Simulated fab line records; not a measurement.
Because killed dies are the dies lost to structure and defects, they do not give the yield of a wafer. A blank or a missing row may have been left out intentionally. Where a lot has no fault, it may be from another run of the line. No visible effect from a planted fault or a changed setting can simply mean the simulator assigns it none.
fab line records    flow nand-harc
[record] lots = 13  wafers = 39  last-day = 24
route steps=1159 shown A_CONTACT@909 THIN_TSV@1127 END@1159
lots that met no fault: from a run of the same line without faults
start-h: the number of hours between the record's first day and the start of the first shown wafer of the lot    wait-h: hours from the lot's prior step to this one    " repeats the value in the row above    L1.1+2: one row covering several wafers at once    - no value present, or no start provided    * or withheld: withheld    < > ~ a bound
route shown NAME@n: a module of which the file shows steps, and the number in the route of the first    usual: mean/standard deviation taken from wafers without a fault    same: alike in all rows    chamber/n: place in a boat    sites: the reading at each site    _std_site: the standard deviation of these    _edge_site: outer sites' mean less inner sites'    radius-mm: how far each site lies from the wafer's centre    mask NAME#n: copy n    behind: tool/chamber where the wafer was last shaped    hold: cause of the lot's hold/its duration in hours/its outcome    device: transistor that didn't switch, given as n, p or np    end of line: tests of these same wafers at the route's end    step lacking rows: just its recipe    killed: dies that structure and defects cost at the first sort, which is not the same as the wafer's yield    map: a wafer's dies, marking killed ones x, the rest . and places with no die _
set.NAME: the setting the step ran with; set.NAME@STEP: the setting that earlier step ran with    model.NAME: the simulator's own value behind a step, which no gauge read
a sample of lots followed through the steps of the route, with each step as a table and each wafer as a row
services: when a tool's chamber went out of use (start-h, in hours from the record's first day, below 0 if earlier), for how many hours, and the reason
[[steps]]
[step NHARC_A_CONTACT_ETCH_129]
[recipe] source-w = withheld  pressure-mtorr = 20  bias-v = 1200  time-s = 155  target-depth-a = 9560  ar-flow-sccm = withheld  c4f8-flow-sccm = withheld  o2-flow-sccm = withheld  chemistry = C4F8/O2/Ar
lot.wafer  tool             chamber  start-h  wait-h  rf-hours-counter-h
L519.2     har-cap-etch-02  1        378.56   0.1     11
L519.1     "                0        "        "       11
L519.5     "                1        "        "       -
L520.1     har-cap-etch-02  0        388.73   0.1     14
L520.2     "                1        "        "       14
L520.4     "                0        "        "       -
L524.1     har-cap-etch-03  0        393.84   0.1     86
L524.4     "                0        "        "       -
L524.6     "                0        "        "       -
L527.2     har-cap-etch-02  0        423.03   0.1     20
L527.3     "                0        "        "       -
L527.5     "                1        "        "       -
L526.2     har-cap-etch-03  0        423.21   0.2     90
L526.3     "                0        "        "       -
L526.4     "                1        "        "       -
L525.1     har-cap-etch-03  1        428.97   0.2     92
L525.6     "                0        "        "       -
L525.5     "                1        "        "       -
L534.1     har-cap-etch-02  0        467.60   0.1     28
L534.3     "                0        "        "       -
L534.6     "                0        "        "       -
L536.1     har-cap-etch-01  1        478.13   0.1     77
L536.4     "                0        "        "       -
L536.3     "                1        "        "       -
L538.4     har-cap-etch-02  1        482.40   0.1     -
L538.6     "                0        "        "       -
L538.5     "                1        "        "       -
L537.2     har-cap-etch-01  0        483.13   0.2     78
L537.4     "                0        "        "       -
L537.5     "                0        "        "       -
L539.3     har-cap-etch-02  0        512.06   0.1     -
L539.4     "                1        "        "       -
L539.5     "                0        "        "       -
L540.2     har-cap-etch-03  1        516.05   0.1     105
L540.1     "                0        "        "       105
L540.4     "                1        "        "       -
L542.1     har-cap-etch-03  1        524.10   0.1     108
L542.5     "                0        "        "       -
L542.6     "                1        "        "       -
[step NHARC_THIN_TSV_DEGAS_49]
[recipe] temp-c = 300  time-s = 120
[usual] heater-power-w = 473/46
lot.wafer  tool            chamber  start-h  wait-h  heater-power-w
L519.2     pvd-sputter-02  -        434.47   0.2     490
L519.1     "               -        "        "       491
L519.5     "               -        "        "       471
L520.1     pvd-sputter-02  -        435.79   0.2     508
L520.2     "               -        "        "       504
L520.4     "               -        "        "       468
L524.4     pvd-sputter-02  -        440.31   0.1     466
L524.1     "               -        "        "       506
L524.6     "               -        "        "       472
L526.2     pvd-sputter-03  -        472.59   0.2     440
L526.4     "               -        "        "       515
L526.3     "               -        "        "       464
L527.2     pvd-sputter-02  -        473.98   0.1     449
L527.3     "               -        "        "       502
L527.5     "               -        "        "       461
L525.1     pvd-sputter-03  -        480.23   0.2     525
L525.6     "               -        "        "       439
L525.5     "               -        "        "       527
L534.3     pvd-sputter-02  -        519.01   0.1     478
L534.1     "               -        "        "       522
L534.6     "               -        "        "       473
L536.3     pvd-sputter-03  -        527.18   0.1     436
L536.4     "               -        "        "       506
L536.1     "               -        "        "       477
L538.4     pvd-sputter-02  -        535.83   0.1     521
L538.5     "               -        "        "       453
L538.6     "               -        "        "       474
L537.2     pvd-sputter-03  -        537.00   0.1     462
L537.4     "               -        "        "       510
L537.5     "               -        "        "       471
L539.4     pvd-sputter-03  -        558.49   0.1     459
L539.3     "               -        "        "       434
L539.5     "               -        "        "       475
L540.1     pvd-sputter-01  -        570.94   0.1     408
L540.4     "               -        "        "       417
L540.2     "               -        "        "       547
L542.1     pvd-sputter-01  -        572.56   0.1     447
L542.5     "               -        "        "       446
L542.6     "               -        "        "       409
[step NHARC_THIN_TSV_DESCUM_35]
[recipe] time-s = 3  o2-flow-sccm = 200  ar-flow-sccm = 0  bias-power-w = 0  chemistry = O2
[usual] drypump-motor-current-A = 5.5/0.43  oes-product-au = 1.002/0.01  rf-vpp-V = 57.8/0.93  showerhead-plenum-p-Torr = 1.88/0.076  throttle-valve-pct = 11.311/0.0085
lot.wafer  tool         chamber  start-h  wait-h  drypump-motor-current-A  oes-product-au  rf-hours-counter-h  rf-vpp-V  showerhead-plenum-p-Torr  throttle-valve-pct
L519.2     rie-diel-06  3        437.80   -       5.8                      0.984           1                   56.1      1.82                      11.305
L519.1     "            2        "        "       5.0                      1.007           1                   59.1      1.80                      11.308
L519.5     "            0        "        "       5.4                      1.005           -                   58.0      1.95                      11.301
L520.4     rie-diel-13  3        439.08   -       5.5                      1.007           11                  56.9      1.79                      11.322
L520.1     "            0        "        "       5.7                      1.001           11                  59.4      1.83                      11.323
L520.2     "            1        "        "       5.1                      1.006           11                  56.9      1.80                      11.315
L524.4     rie-diel-06  2        443.47   -       5.0                      0.984           1                   55.9      1.80                      11.299
L524.1     "            1        "        "       6.4                      0.998           2                   57.5      1.97                      11.306
L524.6     "            3        "        "       5.8                      0.979           -                   57.2      1.82                      11.311
L526.4     rie-diel-01  3        475.92   -       5.2                      0.993           19                  58.0      1.95                      11.301
L526.3     "            0        "        "       5.5                      0.986           19                  58.8      1.91                      11.311
L526.2     "            1        "        "       5.1                      0.997           18                  57.5      1.84                      11.304
L527.3     rie-diel-01  0        477.54   -       5.5                      0.995           19                  57.8      1.91                      11.326
L527.2     "            2        "        "       5.5                      1.003           18                  57.7      1.94                      11.311
L527.5     "            1        "        "       5.1                      0.999           -                   56.8      1.84                      11.313
L525.1     rie-diel-06  1        483.54   -       6.4                      1.004           4                   57.1      1.96                      11.295
L525.5     "            3        "        "       5.8                      0.995           -                   59.3      1.82                      11.304
L525.6     "            0        "        "       5.3                      1.020           -                   56.8      1.95                      11.314
L534.3     rie-diel-13  1        522.49   -       5.1                      1.007           4                   58.3      1.80                      11.319
L534.1     "            2        "        "       5.3                      1.005           4                   60.5      1.99                      11.297
L534.6     "            2        "        "       5.3                      0.990           -                   57.1      1.99                      11.308
L536.3     rie-diel-13  0        530.35   -       5.7                      1.004           6                   57.9      1.83                      11.299
L536.1     "            2        "        "       5.3                      1.000           5                   56.9      1.99                      11.311
L536.4     "            3        "        "       5.6                      0.995           5                   58.5      1.79                      11.299
L538.4     rie-diel-13  0        539.19   -       5.8                      1.002           7                   58.1      1.83                      11.316
L538.6     "            2        "        "       5.3                      0.994           -                   57.5      1.99                      11.311
L538.5     "            3        "        "       5.5                      0.999           -                   57.3      1.79                      11.318
L537.4     rie-diel-06  3        540.58   -       5.8                      1.011           8                   57.6      1.82                      11.318
L537.2     "            2        "        "       5.0                      1.015           9                   56.8      1.80                      11.316
L537.5     "            0        "        "       5.3                      1.010           -                   58.4      1.95                      11.308
L539.3     rie-diel-13  1        561.78   -       5.2                      1.010           8                   58.7      1.80                      11.311
L539.4     "            2        "        "       5.3                      1.012           7                   57.4      1.99                      11.307
L539.5     "            1        "        "       5.1                      1.009           -                   57.9      1.80                      11.314
L540.1     rie-diel-06  3        574.40   -       5.8                      0.992           10                  57.9      1.82                      11.301
L540.4     "            0        "        "       5.3                      1.017           10                  59.8      1.95                      11.307
L540.2     "            1        "        "       6.4                      1.005           10                  58.8      1.96                      11.318
L542.1     rie-diel-06  2        575.81   -       5.0                      1.007           11                  56.9      1.80                      11.308
L542.5     "            2        "        "       5.0                      1.002           -                   56.8      1.80                      11.312
L542.6     "            3        "        "       5.8                      0.980           -                   56.7      1.82                      11.313
[step NHARC_THIN_TSV_STRIP_56]
[recipe] power-w = 1500  temp-c = 250  chemistry = O2
[usual] drypump-motor-current-A = 5.73/0.22  heater-power-w = 308/44
lot.wafer  tool             chamber  start-h  wait-h  drypump-motor-current-A  heater-power-w  rf-hours-counter-h
L519.2     plasma-asher-02  1        438.28   0.1     5.88                     339             23
L519.1     "                0        "        "       5.94                     237             23
L519.5     "                0        "        "       5.95                     238             -
L520.1     plasma-asher-01  0        439.58   0.1     5.70                     385             58
L520.2     "                1        "        "       5.38                     311             58
L520.4     "                0        "        "       5.72                     392             -
L524.1     plasma-asher-02  1        443.96   0.1     5.89                     341             25
L524.4     "                0        "        "       5.95                     237             -
L524.6     "                0        "        "       5.93                     234             -
L526.2     plasma-asher-02  0        476.39   0.1     5.95                     248             39
L526.4     "                0        "        "       5.93                     238             -
L526.3     "                1        "        "       5.86                     338             -
L527.2     plasma-asher-01  0        478.08   0.2     5.72                     342             5
L527.3     "                0        "        "       5.73                     340             -
L527.5     "                0        "        "       5.71                     349             -
L525.1     plasma-asher-02  1        484.05   0.1     5.87                     332             42
L525.6     "                0        "        "       5.93                     237             -
L525.5     "                1        "        "       5.89                     333             -
L534.1     plasma-asher-01  1        522.99   0.1     5.35                     311             20
L534.3     "                1        "        "       5.36                     318             -
L534.6     "                0        "        "       5.71                     348             -
L536.1     plasma-asher-02  0        530.88   0.1     5.92                     241             57
L536.3     "                1        "        "       5.90                     341             -
L536.4     "                0        "        "       5.92                     240             -
L538.4     plasma-asher-01  0        539.74   0.2     5.62                     341             -
L538.6     "                0        "        "       5.66                     342             -
L538.5     "                1        "        "       5.38                     313             -
L537.2     plasma-asher-01  0        541.12   0.1     5.70                     346             27
L537.4     "                0        "        "       5.65                     352             -
L537.5     "                0        "        "       5.63                     343             -
L539.4     plasma-asher-02  1        562.36   0.2     5.88                     346             -
L539.3     "                0        "        "       5.93                     249             -
L539.5     "                0        "        "       5.92                     249             -
L540.2     plasma-asher-01  0        574.88   0.1     5.69                     343             40
L540.1     "                1        "        "       5.36                     310             40
L540.4     "                1        "        "       5.37                     315             -
L542.1     plasma-asher-01  0        576.29   0.1     5.69                     347             40
L542.6     "                0        "        "       5.65                     343             -
L542.5     "                1        "        "       5.34                     313             -
[step NHARC_END_SORT_01]
[recipe] temp-c = 25
[usual] killed-at-array = 28/8.6  killed-at-other = 0.7/1.2  killed-at-periphery = 3.1/2.3  killed-dies = 32/8.7  killed-open = 3.2/1.7  killed-short = 2.0/1.5
[same] gross-dies = 677
lot.wafer  tool       chamber  start-h  wait-h  killed-at-array  killed-at-other  killed-at-periphery  killed-dies  killed-open  killed-short
L520.1     prober-02  0        452.14   2.5     9                2                3                    14           2            3
L520.2     prober-02  0        452.92   2.8     13               2                1                    16           4            1
L520.4     prober-02  0        454.49   3.4     12               0                0                    12           1            1
L526.2     prober-02  0        485.95   2.8     96               4                7                    107          2            4
L526.3     prober-02  0        486.75   3.1     85               0                6                    91           2            2
L526.4     prober-02  0        487.54   3.4     99               1                3                    103          2            5
L525.1     prober-02  0        492.92   2.5     90               0                0                    90           1            0
L525.5     prober-02  0        496.13   3.7     86               1                4                    91           7            1
L525.6     prober-02  0        496.93   4.0     87               0                1                    88           5            2
L534.1     prober-01  0        530.02   2.5     32               3                5                    40           3            2
L534.3     prober-01  0        531.59   3.0     23               4                3                    30           3            1
L534.6     prober-01  0        533.93   3.9     38               3                4                    45           5            6
L542.1     prober-02  0        582.45   2.5     41               1                6                    48           5            0
L542.5     prober-02  0        585.66   3.7     39               0                3                    42           6            0
L542.6     prober-02  0        586.47   4.0     37               1                2                    40           5            1
// killed by level:class
L520.1 A_CONTACT:chamber-film-flake=3 A_STAIRCASE:chamber-film-flake=2 THIN_TSV:chamber-film-flake=2 P_CONTACT:geometric-particle:short=1 P_M0:geometric-particle:open=1 A_CHANNEL_FILL_D1:geometric-particle:short=1 A_CONTACT:geometric-particle:short=1 A_M0:geometric-particle:open=1
L520.2 A_CONTACT:chamber-film-flake=5 A_STAIRCASE:chamber-film-flake=2 THIN_TSV:chamber-film-flake=2 P_M1:geometric-particle:open=1 A_ONON_D1:geometric-particle:open=1 A_CHANNEL_FILL_D1:geometric-particle:short=1 A_CONTACT:geometric-particle:open=1 A_M1:geometric-particle:open=1
L520.4 A_CONTACT:chamber-film-flake=4 A_CHANNEL_FILL_D1:chamber-film-flake=2 A_STAIRCASE:chamber-film-flake=2 A_BLC:geometric-particle:short=1 A_BLC:geometric-particle:open=1 A_CHANNEL_HOLE_D1:chamber-film-flake=1 A_SLIT:chamber-film-flake=1
L526.2 A_CONTACT:unspecified=68 A_CHANNEL_HOLE_D1:chamber-film-flake=21 A_STAIRCASE:chamber-film-flake=4 THIN_TSV:chamber-film-flake=4 P_STI:chamber-film-flake=2 P_STI:geometric-particle:short=1 P_GATE:geometric-particle:short=1 P_CONTACT:geometric-particle:open=1
L526.3 A_CONTACT:unspecified=66 A_CHANNEL_HOLE_D1:chamber-film-flake=12 P_GATE:chamber-film-flake=2 A_CHANNEL_FILL_D1:chamber-film-flake=2 A_STAIRCASE:chamber-film-flake=2 P_CONTACT:geometric-particle:short=1 P_M0:geometric-particle:open=1 A_CHANNEL_HOLE_D1:geometric-particle:short=1
L526.4 A_CONTACT:unspecified=71 A_CHANNEL_HOLE_D1:chamber-film-flake=13 A_STAIRCASE:chamber-film-flake=6 A_SOURCE_PLATE:geometric-particle:short=2 P_STI:chamber-film-flake=2 A_ZERO_WELL:chamber-film-flake=2 P_M0:geometric-particle:open=1 A_WL_FILL:geometric-particle:short=1
L525.1 A_CONTACT:unspecified=66 A_SLIT:chamber-film-flake=10 A_STAIRCASE:chamber-film-flake=9 A_CONTACT:chamber-film-flake=2 A_WL_FILL:geometric-particle:open=1 A_ZERO_WELL:chamber-film-flake=1 A_CHANNEL_HOLE_D1:chamber-film-flake=1
L525.5 A_CONTACT:unspecified=64 A_SLIT:chamber-film-flake=16 P_CONTACT:geometric-particle:open=3 A_CONTACT:chamber-film-flake=3 P_GATE:geometric-particle:open=1 A_ONON_D1:geometric-particle:open=1 A_CHANNEL_FILL_D1:geometric-particle:short=1 A_SGD_CUT:geometric-particle:open=1
L525.6 A_CONTACT:unspecified=62 A_SLIT:chamber-film-flake=7 A_STAIRCASE:chamber-film-flake=5 A_CHANNEL_HOLE_D1:chamber-film-flake=3 A_WL_FILL:geometric-particle:open=2 A_CHANNEL_FILL_D1:chamber-film-flake=2 A_CONTACT:chamber-film-flake=2 P_CONTACT:geometric-particle:open=1
L534.1 A_CHANNEL_HOLE_D1:chamber-film-flake=23 A_CONTACT:chamber-film-flake=4 THIN_TSV:chamber-film-flake=3 P_CONTACT:chamber-film-flake=2 P_GATE:geometric-particle:short=1 A_CHANNEL_FILL_D1:geometric-particle:short=1 A_SGD_CUT:geometric-particle:open=1 A_CONTACT:geometric-particle:open=1
L534.3 A_CHANNEL_HOLE_D1:chamber-film-flake=12 A_CONTACT:chamber-film-flake=7 P_CONTACT:chamber-film-flake=3 THIN_TSV:chamber-film-flake=3 A_ONON_D1:geometric-particle:open=1 A_CONTACT:geometric-particle:open=1 A_BLC:geometric-particle:short=1 STARTING-WAFER:geometric-particle:open=1
L534.6 A_CHANNEL_HOLE_D1:chamber-film-flake=20 A_CONTACT:chamber-film-flake=9 A_CONTACT:geometric-particle:short=3 THIN_TSV:chamber-film-flake=3 P_M0:geometric-particle:open=2 P_CONTACT:chamber-film-flake=2 A_SOURCE_PLATE:geometric-particle:short=1 A_CHANNEL_FILL_D1:geometric-particle:short=1
L542.1 A_SLIT:chamber-film-flake=24 A_CHANNEL_HOLE_D1:chamber-film-flake=5 A_ZERO_WELL:chamber-film-flake=3 A_CONTACT:chamber-film-flake=3 A_SOURCE_PLATE:geometric-particle:open=2 P_ZERO_WELL:chamber-film-flake=2 P_STI:chamber-film-flake=2 A_STAIRCASE:chamber-film-flake=2
L542.5 A_SLIT:chamber-film-flake=20 A_CONTACT:chamber-film-flake=7 A_CHANNEL_HOLE_D1:chamber-film-flake=4 A_CONTACT:geometric-particle:open=2 A_STAIRCASE:chamber-film-flake=2 P_CONTACT:geometric-particle:open=1 A_CHANNEL_FILL_D1:geometric-particle:open=1 A_BLC:geometric-particle:open=1
L542.6 A_SLIT:chamber-film-flake=16 A_CHANNEL_HOLE_D1:chamber-film-flake=9 A_CONTACT:chamber-film-flake=5 A_CONTACT:geometric-particle:open=2 A_M0:geometric-particle:open=2 P_STI:chamber-film-flake=2 A_ONON_D1:geometric-particle:short=1 A_BLC:geometric-particle:open=1
[[services]]
tool             chamber  start-h  hours  kind
plasma-asher-02  -        360.04   9.0    pm
rie-diel-13      2        373.07   7.6    repair
pvd-sputter-01   -        379.27   5.1    repair
pvd-sputter-02   -        388.15   2.2    repair
rie-diel-13      2        390.11   1.4    repair
pvd-sputter-02   -        392.00   10.0   pm
pvd-sputter-01   -        415.18   3.1    repair
rie-diel-06      -        418.21   9.0    pm
pvd-sputter-03   -        426.72   1.4    repair
rie-diel-13      -        453.03   9.0    pm
plasma-asher-01  -        453.33   9.0    pm
rie-diel-01      2        457.54   3.1    repair
pvd-sputter-03   -        458.03   10.0   pm
rie-diel-01      2        472.67   1.6    repair
plasma-asher-02  -        478.47   0.9    repair
pvd-sputter-03   -        489.15   2.4    repair
rie-diel-01      -        491.80   9.0    pm
rie-diel-06      -        534.76   0.4    repair
rie-diel-13      -        535.74   0.4    repair
plasma-asher-02  -        537.04   9.0    pm
har-cap-etch-03  -        545.00   17.0   pm
plasma-asher-02  -        553.59   1.7    repair
rie-diel-13      3        566.29   6.7    repair
pvd-sputter-02   -        570.00   10.0   pm
[[key]]
[first-sign] step = NHARC_END_SORT_01  reading = killed-at-array  direction = up  sigmas = 7.3  usual = 28  struck = 90
[effect] step = NHARC_END_SORT_01  reading = killed-dies  direction = up  sigmas = 7.2  usual = 32  struck = 95
[more-kills-born-at] NHARC_A_CONTACT_ETCH_129@har-cap-etch-03 = 389
met-at NHARC_A_CONTACT_ETCH_129
struck-lots L525,L526
tester-left-out L525,L526
not-acting-at NHARC_THIN_TSV_DEGAS_49,NHARC_THIN_TSV_DESCUM_35,NHARC_THIN_TSV_STRIP_56
onset-between 393.84 423.21
[fault] kind = chamber-particle-source  tool = har-cap-etch-03  chamber = -  onset-h = 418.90  steps = NHARC_A_CONTACT_ETCH_129  rate-per-visit-cm2 = 0.37634  end-h = 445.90
// tester-left-out: of these lots the tester's yield and bins aren't shown, on N5 and GAA mostly nor the transistor test; their killed dies are dies lost to structure and defects alone, not to doping, threshold or leakage, so they don't give the yield
